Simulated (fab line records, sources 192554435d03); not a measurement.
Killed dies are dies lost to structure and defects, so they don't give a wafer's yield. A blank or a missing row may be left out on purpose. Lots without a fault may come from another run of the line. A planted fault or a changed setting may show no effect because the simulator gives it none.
Chamber matching | flow n5_finfet | N5_BEOL_M4_CO_CAP_55 on cvd_co-02: 3 sister chambers
The step material Co, precursor CCTBA/H2, target thk 2 nm, time 102.1 s. 22 wafers are shown with their chamber, then 11 later ones without.

WAFERS WITH THEIR CHAMBER
wafer  | chamber | heater_power_w (W) | susceptor_temp_C (C)
L075.2 | 2       | 224                | 200.36
L075.4 | 0       | 234                | 200.27
L075.6 | 2       | 229                | 200.15
L076.1 | 0       | 235                | 199.99
L076.2 | 2       | 220                | 200.11
L076.5 | 2       | 221                | 200.32
L077.1 | 0       | 230                | 199.98
L077.3 | 2       | 223                | 200.01
L077.5 | 0       | 234                | 199.90
L078.2 | 2       | 224                | 200.09
L078.4 | 2       | 221                | 200.12
L078.5 | 0       | 234                | 200.08
L084.1 | 1       | 255                | 200.06
L084.3 | 2       | 228                | 200.11
L084.6 | 2       | 223                | 200.05
L086.3 | 2       | 222                | 200.14
L086.4 | 1       | 256                | 199.87
L086.5 | 0       | 234                | 200.10
L089.1 | 2       | 219                | 200.15
L089.3 | 0       | 231                | 199.70
L089.4 | 2       | 222                | 199.97
L087.3 | 2       | 225                | 200.00

SIGNATURES (means of the wafers above)
reading          | chamber 0 | chamber 1 | chamber 2 | scatter within a chamber
heater_power_w   | 233.14    | 255.50    | 223.15    | 2.54
susceptor_temp_C | 200.0029  | 199.9650  | 200.1215  | 0.138
Rule: a wafer's distance from a chamber is the root of the sum, over the readings, of the square of ((its reading less the chamber's mean) divided by the reading's scatter). The wafer belongs to the nearest chamber; if the next one is less than 2 further off, it can't be placed. The scatter: the root of (the sum of the squares of (reading less its chamber's mean) over the shown wafers, divided by (wafers less chambers)).

WAFERS WITHOUT THEIR CHAMBER
wafer  | heater_power_w (W) | susceptor_temp_C (C)
L087.5 | 249                | 200.20
L087.6 | 241                | 199.92
L092.2 | 252                | 200.20
L092.5 | 253                | 200.07
L092.6 | 227                | 199.89
L093.1 | 235                | 199.95
L093.4 | 227                | 200.24
L093.5 | 244                | 200.01
L095.2 | 233                | 200.09
L095.3 | 223                | 200.08
L095.5 | 248                | 199.95

WHICH CHAMBER EACH WENT THROUGH
wafer  | from the rows above     | in truth
L087.5 | 1                       | 1
L087.6 | 0                       | 0
L092.2 | 1                       | 1
L092.5 | 1                       | 1
L092.6 | can't be placed: 2 or 0 | 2
L093.1 | 0                       | 0
L093.4 | can't be placed: 2 or 0 | 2
L093.5 | can't be placed: 0 or 1 | 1
L095.2 | 0                       | 0
L095.3 | 2                       | 2
L095.5 | 1                       | 1
Placed correctly: 8 of 11. Can't be placed from these rows: 3 (the true chamber is among the candidates in 3). Placed wrongly: 0.
